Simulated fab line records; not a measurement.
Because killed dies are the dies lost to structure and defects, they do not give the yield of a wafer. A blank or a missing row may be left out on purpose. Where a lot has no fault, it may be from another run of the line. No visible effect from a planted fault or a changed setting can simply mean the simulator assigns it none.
fab line records	flow n5_finfet
record lots=24	wafers=72	last_day=17
route steps=1938 shown BEOL_M14@1732 BEOL_M15@1829 MIM_TOP_LITHO@1849
lots that met no fault: taken from a fault-free run of the same line
start_h: hours from the record's opening day to when the first of the lot's shown wafers began	wait_h: hours from the lot's prior step to this one	" the same as in the row above	L1.1+2: one row covering several wafers at once	- either no value or no given start	* or withheld: withheld	< > ~ a bound
route shown NAME@n: NAME is a module with steps in the file, n the number in the route of the first one	usual: the fault-free wafers' mean and standard deviation	same: alike in all rows	chamber/n: place in a boat	sites: per-site readings	_std_site: the standard deviation of these	_edge_site: outer sites' mean less inner sites'	radius_mm: for every site, how far away it sits from the centre of the wafer	mask NAME#n: copy n	behind: the tool/chamber that last shaped the wafer	hold: what put the lot on hold/how long, in hours/how the hold closed	device: names the non-switching transistor (n, p or np)	end of line: the tests these same wafers got at the end of their route	where a step has no rows: the recipe by itself	killed: at the first sort, the dies lost to defects and structure; wafer yield is something else	map: a wafer's dies, x killed, . not, _ none there
set.NAME: the setting the step ran with; set.NAME@STEP: the setting that earlier step ran with	model.NAME: the simulator's own value behind a step, which no gauge read
route steps across a sampled set of lots; one table per step, one row per wafer
services: when a tool's chamber went out of use (start_h, in hours from the record's first day, below 0 if earlier), for how many hours, and the reason
## steps
# step N5_BEOL_M14_STRIP_63
# recipe chemistry=O2	power_w=600	temp_c=60	pressure_mtorr=30	rf_frequency_hz=6e+07	bias_power_w=0	overash_fraction=0.3	o2_flow_sccm=225
# usual drypump_motor_current_A=5.8/0.34	o2_flow_sccm=224.9/0.7	oes_product_au=0.85/0.099	rf_vpp_V=3.8/0.82	showerhead_plenum_p_Torr=2.10/0.068	throttle_valve_pct=16.70/0.21
# same overash_fraction=0.3
lot.wafer	tool	chamber	start_h	wait_h	drypump_motor_current_A	o2_flow_sccm	oes_product_au	rf_hours_counter_h	rf_vpp_V	showerhead_plenum_p_Torr	throttle_valve_pct
L074.2	rie_diel-06	2	-	-	5.3	225.3	0.69	232	3.9	1.98	16.96
L074.3	"	0	"	"	5.9	225.5	0.98	3	4.4	2.12	16.31
L074.4	"	2	"	"	5.3	225.3	0.70	-	4.9	1.98	16.97
L076.2	rie_diel-04	0	-	-	6.1	224.6	0.77	124	3.2	2.03	16.75
L076.5	"	0	"	"	6.2	224.7	0.77	-	3.5	2.03	16.73
L076.6	"	1	"	"	5.3	225.4	0.87	-	3.2	2.11	16.67
L075.3	rie_diel-06	2	-	-	5.3	225.7	0.71	235	2.8	1.98	16.97
L075.5	"	0	"	"	5.9	225.6	0.98	-	3.8	2.12	16.34
L075.6	"	2	"	"	5.3	225.3	0.70	-	2.8	1.98	16.97
L077.2	rie_diel-04	3	-	-	5.7	224.9	0.68	227	4.1	2.07	17.01
L077.5	"	0	"	"	6.2	223.7	0.76	-	3.9	2.02	16.74
L077.6	"	3	"	"	5.7	224.4	0.70	-	2.6	2.07	17.01
L080.1	rie_diel-02	0	-	-	5.3	225.5	0.84	73	3.3	2.10	16.73
L080.4	"	2	"	"	5.0	224.6	0.70	229	4.1	2.08	16.83
L080.5	"	1	"	"	5.6	224.8	0.70	-	3.8	2.18	17.13
L079.3	rie_diel-04	3	-	-	5.7	225.0	0.70	230	5.2	2.07	17.03
L079.5	"	3	"	"	5.6	225.4	0.70	-	4.3	2.07	17.04
L079.6	"	0	"	"	6.1	225.3	0.76	-	3.7	2.02	16.73
L078.1	rie_diel-06	0	-	-	5.9	224.9	0.94	18	4.1	2.12	16.38
L078.3	"	3	"	"	5.9	225.0	0.94	13	3.4	2.05	16.84
L078.6	"	1	"	"	6.1	224.4	0.98	-	3.7	2.14	16.49
L081.2	rie_diel-06	2	-	-	5.3	226.5	0.70	249	3.8	1.98	16.99
L081.4	"	0	"	"	6.0	225.0	0.94	20	3.4	2.12	16.36
L081.6	"	1	"	"	6.1	225.4	0.96	-	4.5	2.14	16.50
L083.4	rie_diel-06	0	-	-	6.0	224.2	0.93	-	4.0	2.12	16.36
L083.5	"	1	"	"	6.1	226.7	0.94	-	1.8	2.14	16.52
L083.6	"	3	"	"	5.9	225.1	0.93	-	3.3	2.04	16.86
L082.1	rie_diel-06	3	-	-	5.9	224.5	0.91	19	6.1	2.04	16.85
L082.2	"	1	"	"	6.1	224.6	0.94	9	4.1	2.14	16.52
L082.4	"	3	"	"	5.9	225.7	0.92	-	4.4	2.04	16.84
L084.3	rie_diel-04	3	-	-	5.6	224.2	0.69	237	3.5	2.07	17.03
L084.4	"	0	"	"	6.1	225.0	0.75	-	4.0	2.02	16.75
L084.5	"	3	"	"	5.7	223.8	0.71	-	4.3	2.07	17.00
L085.2	rie_diel-02	3	-	-	5.7	225.0	0.78	99	5.6	2.22	16.79
L085.3	"	2	"	"	5.0	223.6	0.70	238	3.2	2.07	16.88
L085.6	"	3	"	"	5.8	223.2	0.80	-	3.7	2.22	16.81
L086.1	rie_diel-06	1	-	-	6.1	225.1	0.92	18	3.8	2.14	16.54
L086.2	"	3	"	"	5.9	224.8	0.91	27	3.2	2.04	16.86
L086.4	"	0	"	"	5.9	224.3	0.93	32	4.2	2.11	16.41
L087.2	rie_diel-06	1	-	-	6.1	224.7	0.91	19	3.8	2.14	16.55
L087.3	"	0	"	"	5.9	224.7	0.90	33	3.8	2.11	16.41
L087.6	"	3	"	"	5.9	225.3	0.87	-	5.1	2.04	16.83
L088.1	rie_diel-06	1	-	-	6.1	225.3	0.90	23	3.6	2.13	16.54
L088.2	"	0	"	"	6.0	224.7	0.89	37	2.2	2.11	16.40
L088.4	"	3	"	"	5.9	224.1	0.89	32	4.3	2.04	16.86
L090.1	rie_diel-06	3	-	-	5.9	224.9	0.89	32	3.1	2.04	16.90
L090.4	"	2	"	"	5.3	224.8	0.95	9	4.2	2.24	16.53
L090.6	"	0	"	"	5.9	222.7	0.91	-	3.3	2.11	16.40
L091.1	rie_diel-02	0	-	-	5.3	225.0	0.83	102	4.7	2.09	16.75
L091.3	"	2	"	"	5.0	224.5	0.69	251	2.5	2.07	16.90
L091.4	"	3	"	"	5.8	225.0	0.78	-	4.6	2.22	16.79
L089.1	rie_diel-06	2	-	-	5.3	224.6	0.93	13	3.2	2.24	16.54
L089.4	"	3	"	"	5.9	225.4	0.87	36	4.3	2.04	16.86
L089.6	"	1	"	"	6.1	226.2	0.89	-	2.2	2.13	16.60
L092.2	rie_diel-02	0	-	-	5.3	223.8	0.81	103	3.7	2.09	16.80
L092.4	"	0	"	"	5.3	224.7	0.81	-	3.1	2.08	16.79
L092.6	"	3	"	"	5.8	224.0	0.77	-	4.4	2.22	16.80
L093.1	rie_diel-02	1	-	-	5.5	223.3	0.98	3	4.1	2.17	16.69
L093.5	"	3	"	"	5.8	225.8	0.78	-	4.1	2.22	16.82
L093.6	"	1	"	"	5.5	224.2	0.97	-	3.7	2.17	16.69
L094.2	rie_diel-02	3	-	-	5.7	224.0	0.77	118	3.8	2.22	16.83
L094.3	"	0	"	"	5.3	225.4	0.81	107	2.4	2.08	16.78
L094.5	"	0	"	"	5.3	224.3	0.82	-	4.5	2.08	16.77
L095.1	rie_diel-04	3	-	-	5.7	224.5	0.98	6	4.3	2.06	16.57
L095.2	"	1	"	"	5.4	223.9	0.82	125	4.0	2.09	16.75
L095.4	"	2	"	"	6.4	223.2	0.69	249	4.7	1.97	16.77
L096.2	rie_diel-06	0	-	-	5.9	224.9	0.87	55	5.2	2.10	16.41
L096.3	"	2	"	"	5.2	225.2	0.90	26	4.2	2.23	16.57
L096.4	"	3	"	"	5.9	225.4	0.85	48	5.0	2.03	16.91
L097.2	rie_diel-06	2	-	-	5.3	224.6	0.89	31	4.1	2.23	16.57
L097.3	"	0	"	"	6.0	224.8	0.85	60	4.2	2.10	16.47
L097.6	"	0	"	"	6.0	224.9	0.87	-	3.6	2.10	16.46
# step N5_BEOL_M14_INSPECT_30
# recipe mode=adi	inspect_instrument=macro
# usual raw_defect_count=2.0/1.4
lot.wafer	tool	chamber	start_h	wait_h	raw_defect_count
L074.2	defect_inspect-02	-	229.64	0.0	4
L074.3	"	-	"	"	4
L074.4	"	-	"	"	0
L076.2	defect_inspect-01	-	235.99	0.0	1
L076.5	"	-	"	"	0
L076.6	"	-	"	"	3
L075.3	defect_inspect-02	-	237.00	0.0	3
L075.5	"	-	"	"	2
L075.6	"	-	"	"	1
L077.2	defect_inspect-01	-	254.18	0.0	2
L077.5	"	-	"	"	5
L077.6	"	-	"	"	1
L080.1	defect_inspect-02	-	258.85	0.0	4
L080.4	"	-	"	"	4
L080.5	"	-	"	"	1
L079.3	defect_inspect-02	-	261.84	0.0	4
L079.5	"	-	"	"	1
L079.6	"	-	"	"	1
L078.1	defect_inspect-02	-	266.37	0.0	3
L078.3	"	-	"	"	1
L078.6	"	-	"	"	1
L081.2	defect_inspect-01	-	273.63	0.0	2
L081.4	"	-	"	"	1
L081.6	"	-	"	"	3
L083.4	defect_inspect-02	-	279.73	0.0	2
L083.5	"	-	"	"	2
L083.6	"	-	"	"	1
L082.1	defect_inspect-01	-	281.55	0.0	3
L082.2	"	-	"	"	4
L082.4	"	-	"	"	0
L084.3	defect_inspect-01	-	282.90	0.0	2
L084.4	"	-	"	"	0
L084.5	"	-	"	"	1
L085.2	defect_inspect-01	-	294.48	0.0	0
L085.3	"	-	"	"	0
L085.6	"	-	"	"	5
L086.1	defect_inspect-02	-	301.29	0.0	3
L086.2	"	-	"	"	2
L086.4	"	-	"	"	1
L087.2	defect_inspect-02	-	304.04	0.0	0
L087.3	"	-	"	"	1
L087.6	"	-	"	"	1
L088.1	defect_inspect-01	-	315.14	0.0	3
L088.2	"	-	"	"	2
L088.4	"	-	"	"	3
L090.1	defect_inspect-02	-	315.52	0.0	2
L090.4	"	-	"	"	1
L090.6	"	-	"	"	3
L091.1	defect_inspect-02	-	325.58	0.0	1
L091.3	"	-	"	"	2
L091.4	"	-	"	"	4
L089.1	defect_inspect-02	-	327.48	0.0	0
L089.4	"	-	"	"	1
L089.6	"	-	"	"	7
L092.2	defect_inspect-01	-	328.26	0.0	3
L092.4	"	-	"	"	3
L092.6	"	-	"	"	1
L093.1	defect_inspect-01	-	334.09	0.0	2
L093.5	"	-	"	"	3
L093.6	"	-	"	"	4
L094.2	defect_inspect-01	-	336.66	0.1	0
L094.3	"	-	"	"	1
L094.5	"	-	"	"	0
L095.1	defect_inspect-01	-	362.11	0.0	3
L095.2	"	-	"	"	3
L095.4	"	-	"	"	5
L096.2	defect_inspect-02	-	362.28	0.0	3
L096.3	"	-	"	"	1
L096.4	"	-	"	"	0
L097.2	defect_inspect-01	-	376.55	0.0	3
L097.3	"	-	"	"	3
L097.6	"	-	"	"	3
# step N5_BEOL_M14_STRIP_37
# recipe chemistry=O2	power_w=600	temp_c=60	pressure_mtorr=30	rf_frequency_hz=6e+07	bias_power_w=0	overash_fraction=0.3	o2_flow_sccm=225
# usual drypump_motor_current_A=5.6/0.36	o2_flow_sccm=225.0/0.67	oes_product_au=0.81/0.095	rf_vpp_V=3.6/1	showerhead_plenum_p_Torr=2.11/0.073	throttle_valve_pct=16.77/0.17
# same overash_fraction=0.3
lot.wafer	tool	chamber	start_h	wait_h	drypump_motor_current_A	o2_flow_sccm	oes_product_au	rf_hours_counter_h	rf_vpp_V	showerhead_plenum_p_Torr	throttle_valve_pct
L074.2	rie_diel-02	3	231.17	0.8	5.7	225.3	0.82	76	3.6	2.23	16.72
L074.3	"	0	"	"	5.3	224.3	0.85	64	2.2	2.10	16.73
L074.4	"	2	"	"	5.0	225.4	0.69	219	5.1	2.08	16.83
L076.2	rie_diel-02	0	237.21	0.1	5.3	224.4	0.85	66	3.1	2.10	16.74
L076.5	"	2	"	"	5.0	225.6	0.71	-	3.9	2.08	16.84
L076.6	"	1	"	"	5.6	225.5	0.71	-	3.7	2.18	17.10
L075.3	rie_diel-04	2	238.36	0.1	6.4	224.2	0.72	207	3.4	1.99	16.70
L075.5	"	3	"	"	5.6	224.7	0.72	-	2.0	2.07	17.01
L075.6	"	0	"	"	6.1	224.6	0.77	-	4.7	2.03	16.74
L077.2	rie_diel-04	3	257.67	2.8	5.7	226.0	0.71	228	3.5	2.07	17.03
L077.5	"	2	"	"	6.4	225.0	0.70	-	5.2	1.98	16.68
L077.6	"	3	"	"	5.7	225.5	0.70	-	6.1	2.07	16.99
L080.1	rie_diel-02	3	259.60	0.1	5.8	225.0	0.80	85	2.7	2.23	16.74
L080.4	"	2	"	"	5.0	225.1	0.70	230	3.2	2.08	16.81
L080.5	"	0	"	"	5.3	224.1	0.86	-	3.6	2.10	16.75
L079.3	rie_diel-06	0	265.06	2.6	5.9	225.4	0.94	18	4.4	2.12	16.34
L079.5	"	3	"	"	6.0	224.0	0.94	-	1.9	2.05	16.86
L079.6	"	0	"	"	5.9	225.4	0.95	-	5.1	2.12	16.40
L078.1	rie_diel-02	0	267.12	0.1	5.3	227.0	0.83	76	4.1	2.10	16.71
L078.3	"	1	"	"	5.6	225.5	0.70	232	3.0	2.18	17.12
L078.6	"	3	"	"	5.8	225.2	0.81	-	4.4	2.23	16.73
L081.2	rie_diel-02	0	275.13	0.1	5.3	225.5	0.83	79	4.1	2.09	16.75
L081.4	"	1	"	"	5.5	225.3	0.70	-	3.4	2.18	17.12
L081.6	"	3	"	"	5.7	223.4	0.77	-	5.6	2.23	16.78
L083.4	rie_diel-02	0	280.41	0.0	5.4	224.0	0.84	82	1.9	2.09	16.71
L083.5	"	1	"	"	5.5	224.7	0.69	-	3.9	2.18	17.12
L083.6	"	2	"	"	5.0	225.4	0.69	-	2.6	2.08	16.89
L082.1	rie_diel-04	0	282.70	0.5	6.1	225.6	0.75	143	3.8	2.02	16.76
L082.2	"	1	"	"	5.4	224.9	0.84	95	3.2	2.11	16.68
L082.4	"	0	"	"	6.1	224.9	0.74	-	3.7	2.02	16.76
L084.3	rie_diel-04	0	283.79	0.2	6.1	226.2	0.73	144	3.9	2.02	16.76
L084.4	"	3	"	"	5.6	225.8	0.68	-	3.4	2.07	17.04
L084.5	"	1	"	"	5.4	225.9	0.83	-	3.6	2.10	16.69
L085.2	rie_diel-02	1	295.62	0.1	5.6	224.6	0.69	245	4.0	2.17	17.13
L085.3	"	0	"	"	5.3	225.5	0.82	89	3.1	2.09	16.78
L085.6	"	3	"	"	5.8	226.1	0.80	-	2.8	2.22	16.76
L086.1	rie_diel-06	0	302.90	0.9	6.0	224.5	0.90	33	2.0	2.11	16.40
L086.2	"	3	"	"	5.9	223.2	0.89	28	4.2	2.04	16.85
L086.4	"	1	"	"	6.1	224.2	0.91	19	1.5	2.14	16.57
L087.2	rie_diel-06	2	306.02	1.3	5.3	224.6	0.95	7	3.1	2.24	16.54
L087.3	"	1	"	"	6.1	226.3	0.92	20	5.3	2.13	16.53
L087.6	"	2	"	"	5.3	224.4	0.96	-	3.6	2.24	16.53
L088.1	rie_diel-02	0	320.38	4.6	5.3	225.5	0.82	100	5.3	2.09	16.76
L088.2	"	2	"	"	5.0	225.3	0.68	249	3.8	2.07	16.84
L088.4	"	0	"	"	5.3	224.6	0.82	-	4.1	2.09	16.76
L090.1	rie_diel-02	2	322.05	5.9	5.0	225.8	0.69	250	1.5	2.07	16.89
L090.4	"	0	"	"	5.3	224.0	0.82	-	5.9	2.09	16.79
L090.6	"	3	"	"	5.8	225.3	0.79	-	2.9	2.22	16.79
L091.1	rie_diel-04	2	328.12	1.9	6.4	224.2	0.69	238	1.3	1.98	16.75
L091.3	"	0	"	"	6.1	225.0	0.72	161	4.3	2.01	16.81
L091.4	"	1	"	"	5.4	225.8	0.81	-	3.3	2.10	16.71
L089.1	rie_diel-06	1	329.07	0.1	6.1	225.6	0.89	29	2.6	2.13	16.57
L089.4	"	2	"	"	5.3	224.5	0.93	14	2.6	2.24	16.53
L089.6	"	3	"	"	5.9	224.7	0.87	-	3.5	2.04	16.87
L092.2	rie_diel-02	3	330.52	1.4	5.7	224.2	0.79	116	4.5	2.22	16.80
L092.4	"	3	"	"	5.8	224.5	0.78	-	3.7	2.22	16.79
L092.6	"	1	"	"	5.6	224.6	1.00	-	4.8	2.17	16.70
L093.1	rie_diel-02	0	334.82	0.1	5.3	223.9	0.82	106	4.6	2.08	16.80
L093.5	"	1	"	"	5.5	224.9	0.99	-	3.9	2.17	16.70
L093.6	"	0	"	"	5.4	224.7	0.83	-	3.5	2.08	16.77
L094.2	rie_diel-04	1	338.18	0.9	5.4	224.6	0.81	117	2.2	2.10	16.77
L094.3	"	3	"	"	5.6	224.4	1.02	0	3.1	2.06	16.61
L094.5	"	0	"	"	6.1	224.8	0.73	-	3.8	2.01	16.78
L095.1	rie_diel-02	2	364.96	2.1	5.0	225.9	0.96	9	4.9	2.07	16.48
L095.2	"	3	"	"	5.7	225.0	0.77	128	4.1	2.21	16.78
L095.4	"	0	"	"	5.3	224.5	0.78	117	3.5	2.08	16.83
L096.2	rie_diel-04	0	365.00	2.1	6.1	225.6	0.73	174	5.0	2.01	16.82
L096.3	"	3	"	"	5.7	225.9	0.96	8	2.3	2.06	16.62
L096.4	"	3	"	"	5.7	225.4	0.95	-	2.4	2.06	16.65
L097.2	rie_diel-06	1	378.35	1.2	6.1	224.9	0.86	47	4.4	2.13	16.61
L097.3	"	2	"	"	5.2	223.7	0.90	32	3.5	2.23	16.59
L097.6	"	2	"	"	5.2	224.2	0.90	-	2.7	2.23	16.60
# step N5_BEOL_M14_DEGAS_41
# recipe ambient=vacuum	temp_c=300	time_s=60
# usual heater_power_w=462/36	susceptor_temp_C=299.98/0.19
lot.wafer	tool	chamber	start_h	wait_h	heater_power_w	susceptor_temp_C
L074.2	pvd_sputter-02	-	231.70	0.3	409	299.89
L074.3	"	-	"	"	488	299.98
L074.4	"	-	"	"	448	299.98
L076.2	pvd_sputter-01	-	237.47	0.0	441	300.02
L076.5	"	-	"	"	535	299.97
L076.6	"	-	"	"	503	299.90
L075.3	pvd_sputter-01	-	238.71	0.1	481	299.96
L075.5	"	-	"	"	462	299.73
L075.6	"	-	"	"	416	299.98
L077.2	pvd_sputter-03	-	258.38	0.5	520	300.29
L077.5	"	-	"	"	483	300.16
L077.6	"	-	"	"	503	300.27
L080.1	pvd_sputter-03	-	260.50	0.7	505	300.00
L080.4	"	-	"	"	494	299.90
L080.5	"	-	"	"	465	299.96
L079.3	pvd_sputter-01	-	265.54	0.2	451	300.12
L079.5	"	-	"	"	498	299.97
L079.6	"	-	"	"	407	300.04
L078.1	pvd_sputter-01	-	267.82	0.5	507	299.89
L078.3	"	-	"	"	448	299.74
L078.6	"	-	"	"	402	300.08
L081.2	pvd_sputter-01	-	275.39	0.0	510	300.24
L081.4	"	-	"	"	411	300.24
L081.6	"	-	"	"	455	299.99
L083.4	pvd_sputter-02	-	280.70	0.1	435	300.03
L083.5	"	-	"	"	489	300.26
L083.6	"	-	"	"	425	299.91
L082.1	pvd_sputter-02	-	283.54	0.6	434	299.93
L082.2	"	-	"	"	446	300.20
L082.4	"	-	"	"	484	300.10
L084.3	pvd_sputter-02	-	284.20	0.2	427	299.98
L084.4	"	-	"	"	413	300.04
L084.5	"	-	"	"	491	299.76
L085.2	pvd_sputter-01	-	295.89	0.0	513	299.87
L085.3	"	-	"	"	497	299.98
L085.6	"	-	"	"	411	299.79
L086.1	pvd_sputter-03	-	303.65	0.5	476	299.88
L086.2	"	-	"	"	510	299.57
L086.4	"	-	"	"	501	300.09
L087.2	pvd_sputter-03	-	306.43	0.2	416	299.83
L087.3	"	-	"	"	501	299.96
L087.6	"	-	"	"	429	300.07
L088.1	pvd_sputter-01	-	320.85	0.2	447	300.18
L088.2	"	-	"	"	403	299.95
L088.4	"	-	"	"	508	299.80
L090.1	pvd_sputter-03	-	322.77	0.5	495	299.98
L090.4	"	-	"	"	477	299.64
L090.6	"	-	"	"	487	300.29
L091.1	pvd_sputter-01	-	328.45	0.1	486	299.97
L091.3	"	-	"	"	447	300.31
L091.4	"	-	"	"	407	299.88
L089.1	pvd_sputter-02	-	329.76	0.5	436	300.00
L089.4	"	-	"	"	427	300.35
L089.6	"	-	"	"	445	299.74
L092.2	pvd_sputter-03	-	331.31	0.6	465	299.77
L092.4	"	-	"	"	459	299.75
L092.6	"	-	"	"	515	299.85
L093.1	pvd_sputter-02	-	335.50	0.4	450	299.89
L093.5	"	-	"	"	444	299.90
L093.6	"	-	"	"	418	299.70
L094.2	pvd_sputter-03	-	338.73	0.3	481	300.22
L094.3	"	-	"	"	473	300.10
L094.5	"	-	"	"	468	300.07
L095.1	pvd_sputter-02	-	365.45	0.3	430	300.02
L095.2	"	-	"	"	440	300.24
L095.4	"	-	"	"	488	299.94
L096.2	pvd_sputter-03	-	365.49	0.3	463	299.98
L096.3	"	-	"	"	427	299.97
L096.4	"	-	"	"	475	299.98
L097.2	pvd_sputter-02	-	378.86	0.3	409	299.86
L097.3	"	-	"	"	496	300.04
L097.6	"	-	"	"	443	299.90
# step N5_BEOL_M15_INSPECT_55
# recipe inspect_instrument=darkfield	mode=post_dep
# usual raw_defect_count=64/22
lot.wafer	tool	chamber	start_h	wait_h	raw_defect_count
L074.2	defect_inspect-01	-	237.36	0.0	76
L074.3	"	-	"	"	82
L074.4	"	-	"	"	54
L076.2	defect_inspect-01	-	243.83	0.0	59
L076.5	"	-	"	"	79
L076.6	"	-	"	"	78
L075.3	defect_inspect-02	-	246.46	0.0	100
L075.5	"	-	"	"	105
L075.6	"	-	"	"	60
L077.2	defect_inspect-02	-	264.54	0.0	43
L077.5	"	-	"	"	39
L077.6	"	-	"	"	45
L080.1	defect_inspect-01	-	266.66	0.0	62
L080.4	"	-	"	"	50
L080.5	"	-	"	"	34
L079.3	defect_inspect-01	-	272.31	0.0	88
L079.5	"	-	"	"	51
L079.6	"	-	"	"	39
L078.1	defect_inspect-01	-	274.46	0.0	85
L078.3	"	-	"	"	46
L078.6	"	-	"	"	84
L081.2	defect_inspect-02	-	281.95	0.0	65
L081.4	"	-	"	"	57
L081.6	"	-	"	"	102
L083.4	defect_inspect-01	-	287.79	0.0	118
L083.5	"	-	"	"	86
L083.6	"	-	"	"	76
L082.1	defect_inspect-02	-	289.51	0.0	36
L082.2	"	-	"	"	55
L082.4	"	-	"	"	64
L084.3	defect_inspect-01	-	290.46	0.0	48
L084.4	"	-	"	"	26
L084.5	"	-	"	"	84
L085.2	defect_inspect-01	-	304.19	0.0	98
L085.3	"	-	"	"	43
L085.6	"	-	"	"	82
L086.1	defect_inspect-01	-	310.56	0.0	41
L086.2	"	-	"	"	70
L086.4	"	-	"	"	50
L087.2	defect_inspect-01	-	313.55	0.0	80
L087.3	"	-	"	"	66
L087.6	"	-	"	"	50
L088.1	defect_inspect-01	-	326.76	0.0	46
L088.2	"	-	"	"	42
L088.4	"	-	"	"	29
L090.1	defect_inspect-01	-	329.40	0.0	25
L090.4	"	-	"	"	26
L090.6	"	-	"	"	26
L091.1	defect_inspect-01	-	335.37	0.0	45
L091.3	"	-	"	"	67
L091.4	"	-	"	"	86
L089.1	defect_inspect-02	-	335.94	0.0	54
L089.4	"	-	"	"	41
L089.6	"	-	"	"	53
L092.2	defect_inspect-02	-	337.39	0.0	93
L092.4	"	-	"	"	119
L092.6	"	-	"	"	86
L093.1	defect_inspect-02	-	342.37	0.0	53
L093.5	"	-	"	"	63
L093.6	"	-	"	"	82
L094.2	defect_inspect-01	-	347.34	0.0	51
L094.3	"	-	"	"	88
L094.5	"	-	"	"	48
L095.1	defect_inspect-02	-	372.85	0.0	43
L095.2	"	-	"	"	47
L095.4	"	-	"	"	50
L096.2	defect_inspect-02	-	373.71	0.0	83
L096.3	"	-	"	"	66
L096.4	"	-	"	"	68
L097.2	defect_inspect-02	-	386.87	0.0	76
L097.3	"	-	"	"	46
L097.6	"	-	"	"	61
# step N5_MIM_TOP_LITHO_INSPECT_12
# recipe mode=adi	inspect_instrument=macro
# usual raw_defect_count=2.2/1.5
lot.wafer	tool	chamber	start_h	wait_h	raw_defect_count
L074.2	defect_inspect-01	-	241.61	0.0	5
L074.3	"	-	"	"	3
L074.4	"	-	"	"	1
L076.2	defect_inspect-02	-	246.61	0.0	2
L076.5	"	-	"	"	1
L076.6	"	-	"	"	4
L075.3	defect_inspect-02	-	250.87	0.0	0
L075.5	"	-	"	"	1
L075.6	"	-	"	"	2
L077.2	defect_inspect-02	-	268.31	0.0	0
L077.5	"	-	"	"	0
L077.6	"	-	"	"	1
L080.1	defect_inspect-02	-	270.73	0.0	1
L080.4	"	-	"	"	1
L080.5	"	-	"	"	2
L079.3	defect_inspect-02	-	274.85	0.0	0
L079.5	"	-	"	"	5
L079.6	"	-	"	"	6
L078.1	defect_inspect-02	-	277.10	0.0	2
L078.3	"	-	"	"	2
L078.6	"	-	"	"	4
L081.2	defect_inspect-02	-	286.65	0.0	3
L081.4	"	-	"	"	2
L081.6	"	-	"	"	0
L083.4	defect_inspect-02	-	291.56	0.0	2
L083.5	"	-	"	"	3
L083.6	"	-	"	"	1
L082.1	defect_inspect-02	-	293.45	0.0	3
L082.2	"	-	"	"	0
L082.4	"	-	"	"	0
L084.3	defect_inspect-01	-	294.17	0.0	1
L084.4	"	-	"	"	3
L084.5	"	-	"	"	1
L085.2	defect_inspect-02	-	307.54	0.0	0
L085.3	"	-	"	"	3
L085.6	"	-	"	"	2
L086.1	defect_inspect-01	-	314.84	0.0	3
L086.2	"	-	"	"	2
L086.4	"	-	"	"	1
L087.2	defect_inspect-01	-	316.53	0.0	2
L087.3	"	-	"	"	1
L087.6	"	-	"	"	0
L088.1	defect_inspect-01	-	330.12	0.0	1
L088.2	"	-	"	"	2
L088.4	"	-	"	"	2
L090.1	defect_inspect-02	-	332.54	0.0	4
L090.4	"	-	"	"	0
L090.6	"	-	"	"	0
L091.1	defect_inspect-02	-	339.06	0.0	5
L091.3	"	-	"	"	0
L091.4	"	-	"	"	4
L089.1	defect_inspect-02	-	339.58	0.0	1
L089.4	"	-	"	"	1
L089.6	"	-	"	"	4
L092.2	defect_inspect-02	-	341.21	0.0	1
L092.4	"	-	"	"	3
L092.6	"	-	"	"	1
L093.1	defect_inspect-01	-	345.45	0.0	2
L093.5	"	-	"	"	2
L093.6	"	-	"	"	0
L094.2	defect_inspect-02	-	350.75	0.0	6
L094.3	"	-	"	"	3
L094.5	"	-	"	"	0
L095.1	defect_inspect-01	-	375.36	0.0	4
L095.2	"	-	"	"	2
L095.4	"	-	"	"	1
L096.2	defect_inspect-01	-	377.93	0.0	1
L096.3	"	-	"	"	0
L096.4	"	-	"	"	5
L097.2	defect_inspect-01	-	390.78	0.0	1
L097.3	"	-	"	"	2
L097.6	"	-	"	"	3
## services
tool	chamber	start_h	hours	kind
rie_diel-04	0	208.52	8.1	repair
rie_diel-06	3	218.47	-	clean
rie_diel-06	3	218.47	-	consumable_replace:focus_ring
rie_diel-06	3	218.47	14.5	scheduled_down
rie_diel-06	3	218.47	14.5	vent_cycle
rie_diel-06	-	224.00	4.3	pm
rie_diel-06	1	232.93	-	clean
rie_diel-06	1	232.93	-	consumable_replace:focus_ring
rie_diel-06	1	232.93	23.5	scheduled_down
rie_diel-06	1	232.93	23.5	vent_cycle
rie_diel-02	2	266.21	11.0	repair
rie_diel-06	2	275.51	-	clean
rie_diel-06	2	275.51	-	consumable_replace:focus_ring
rie_diel-06	2	275.51	-	consumable_replace:showerhead
rie_diel-06	2	275.51	16.2	scheduled_down
rie_diel-06	2	275.51	16.2	vent_cycle
rie_diel-04	-	279.19	1.3	repair
rie_diel-04	2	280.55	4.1	repair
pvd_sputter-02	-	284.61	5.1	repair
rie_diel-02	1	308.79	-	clean
rie_diel-02	1	308.79	-	consumable_replace:focus_ring
rie_diel-06	-	319.94	0.8	repair
rie_diel-04	0	366.47	32.6	repair
rie_diel-02	3	377.58	6.5	repair
## key
fault none
